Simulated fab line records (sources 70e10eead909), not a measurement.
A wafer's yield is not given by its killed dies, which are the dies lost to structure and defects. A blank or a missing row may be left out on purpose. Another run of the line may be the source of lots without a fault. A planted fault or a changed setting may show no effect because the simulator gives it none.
A struck lot beside a sound one ; flow nand_harc ; 39 steps out of a route of 1159
Sound: the wafers L735.1, L735.4, L735.6. Struck: wafer L744.2 (L744.1, L744.4, from the same lot, were not struck and are left out); the cause is given at the end.
Order at every step that has rows: each side's tool, ch and its chambers, its first start. Under that, the readings that differ: sound wafers ; struck wafers ; difference of the means ; sigmas: that difference in standard deviations of wafers without a fault.
alike: same words and numbers on both sides, and readings whose means sit less than 2 such deviations apart. not compared: any withheld reading, any reading some wafer has no value for, any bound like >300 that may hide the same value, and any number with overlapping values for which the record gives no deviation.
The two part at a step that has a row with sigmas, a row that says differs or no value, or rows on one side only. Non-overlapping numbers with no deviation appear without sigmas and do not part them. Lack of a reading on every wafer of one side parts them only where that side has two or more wafers.

first, 3 steps without rows for these wafers: NHARC_A_STAIRCASE_PEB_287 (peb time 130 s); NHARC_A_STAIRCASE_DEVELOP_288 (time 140 s); NHARC_A_STAIRCASE_HARDBAKE_290 (time 140 s).
NHARC_A_STAIRCASE_DESCUM_291: chemistry O2, time 3 s.
  sound on rie_diel-10 ch 0,1,3, day 11 20:03; struck on rie_diel-10 ch 1, day 15 05:16
  alike: drypump_motor_current_A, oes_product_au, rf_vpp_V, showerhead_plenum_p_Torr, throttle_valve_pct
  not compared: rf_hours_counter_h
then, 5 steps without rows for these wafers: NHARC_A_STAIRCASE_ETCH_292 (etches the open film in CF4/CHF3); NHARC_A_STAIRCASE_HM_OPEN_460 (chemistry O2/COS); NHARC_A_STAIRCASE_STRIP_461 (strips in O2/COS); NHARC_A_STAIRCASE_ETCH_452 (etches the open film in CF4/O2, target depth 30 nm, overetch 3 nm, time 16.5 s); NHARC_A_STAIRCASE_ETCH_294 (etches the open film in C4F8/O2/Ar, target depth 4992 nm, time 1212.4 s).
NHARC_A_STAIRCASE_STRIP_295: strips in O2.
  sound: rie_diel-10 ch 1,2,3; struck: rie_diel-10 ch 3
  alike: drypump_motor_current_A, oes_product_au, rf_vpp_V, showerhead_plenum_p_Torr, throttle_valve_pct
  not compared: rf_hours_counter_h
then, 1 step without rows for these wafers: NHARC_A_STAIRCASE_STRIP_296 (strips in SPM, time 900 s).
NHARC_A_STAIRCASE_PRECLEAN_297: cleans in SC1.
  sound on wet_bench-01 ch 1,2,3, day 11 21:56; struck on wet_bench-07 ch 2, day 15 07:05
  alike: bath_guard_temp_C, diw_flow_mL_min
then, 12 steps without rows for these wafers: NHARC_A_STAIRCASE_SRD_298; NHARC_A_STAIRCASE_HM_DEP_462 (deposits aC, target thk 800 nm); NHARC_A_STAIRCASE_DEP_301 (deposits SiON, target thk 30 nm); NHARC_A_STAIRCASE_DEHYDRATE_302 (time 120 s); NHARC_A_STAIRCASE_HMDS_303 (time 30 s); NHARC_A_STAIRCASE_COAT_304; NHARC_A_STAIRCASE_SOFTBAKE_305 (time 170 s); NHARC_A_STAIRCASE_EBR_306; NHARC_A_STAIRCASE_EXPOSE_307 (exposes mask CHOP 50); NHARC_A_STAIRCASE_PEB_308 (peb time 130 s); NHARC_A_STAIRCASE_DEVELOP_309 (time 140 s); NHARC_A_STAIRCASE_HARDBAKE_311 (time 140 s).
NHARC_A_STAIRCASE_DESCUM_312: chemistry O2, time 3 s.
  sound on rie_diel-10 ch 0,1, day 12 01:17; struck on rie_diel-10 ch 3, day 15 11:02
  alike: drypump_motor_current_A, oes_product_au, rf_vpp_V, showerhead_plenum_p_Torr, throttle_valve_pct
  not compared: rf_hours_counter_h
then, 5 steps without rows for these wafers: NHARC_A_STAIRCASE_ETCH_313 (etches the open film in CF4/CHF3); NHARC_A_STAIRCASE_HM_OPEN_463 (chemistry O2/COS); NHARC_A_STAIRCASE_STRIP_464 (strips in O2/COS); NHARC_A_STAIRCASE_ETCH_453 (etches the open film in CF4/O2, target depth 30 nm, overetch 3 nm, time 16.5 s); NHARC_A_STAIRCASE_ETCH_315 (etches the open film in C4F8/O2/Ar, target depth 2500 nm, time 607.1 s).
NHARC_A_STAIRCASE_STRIP_316: strips in O2.
  sound: rie_diel-10 ch 0,1,3; struck: rie_diel-10 ch 1
reading;sound;struck;difference;sigmas
throttle_valve_pct (%);17.054 17.039 17.040;17.024;-0.020;-2
  alike: drypump_motor_current_A, oes_product_au, rf_vpp_V, showerhead_plenum_p_Torr
  not compared: rf_hours_counter_h
then, 6 steps without rows for these wafers: NHARC_A_STAIRCASE_STRIP_317 (strips in SPM, time 900 s); NHARC_A_STAIRCASE_PRECLEAN_318 (cleans in SC1); NHARC_A_STAIRCASE_SRD_329; NHARC_A_STAIRCASE_ALD_415 (deposits SiO2, target thk 30 nm, pulse time 6 s, ald cycles 300); NHARC_A_STAIRCASE_ETCHBACK_416 (etches the open film in C4F8/O2/Ar, target depth 36 nm, time 7.2 s); NHARC_A_STAIRCASE_STRIP_476 (strips in O2, time 20 s).
NHARC_A_STAIRCASE_DEP_417: deposits Si3N4, target thk 60 nm.
  sound on pecvd-03 ch 1,2, day 12 05:31; struck on pecvd-04 ch 2, day 15 16:29
  alike: heater_power_w, showerhead_vpp_V
-- break in the record here, with 7 days between the starts of the struck wafers on either side (left off in module A_STAIRCASE, picked up again in module END, where the first step shown is number 1159 on the route) --
NHARC_END_SORT_01:
  at this point the record logs the struck wafers (prober-02 ch 0, day 23 02:10) and has no rows for the sound ones

## WHERE THEY PART
At NHARC_A_STAIRCASE_STRIP_316 first; at NHARC_END_SORT_01 last (within this record only).

WHY: whatever the simulator had introduced
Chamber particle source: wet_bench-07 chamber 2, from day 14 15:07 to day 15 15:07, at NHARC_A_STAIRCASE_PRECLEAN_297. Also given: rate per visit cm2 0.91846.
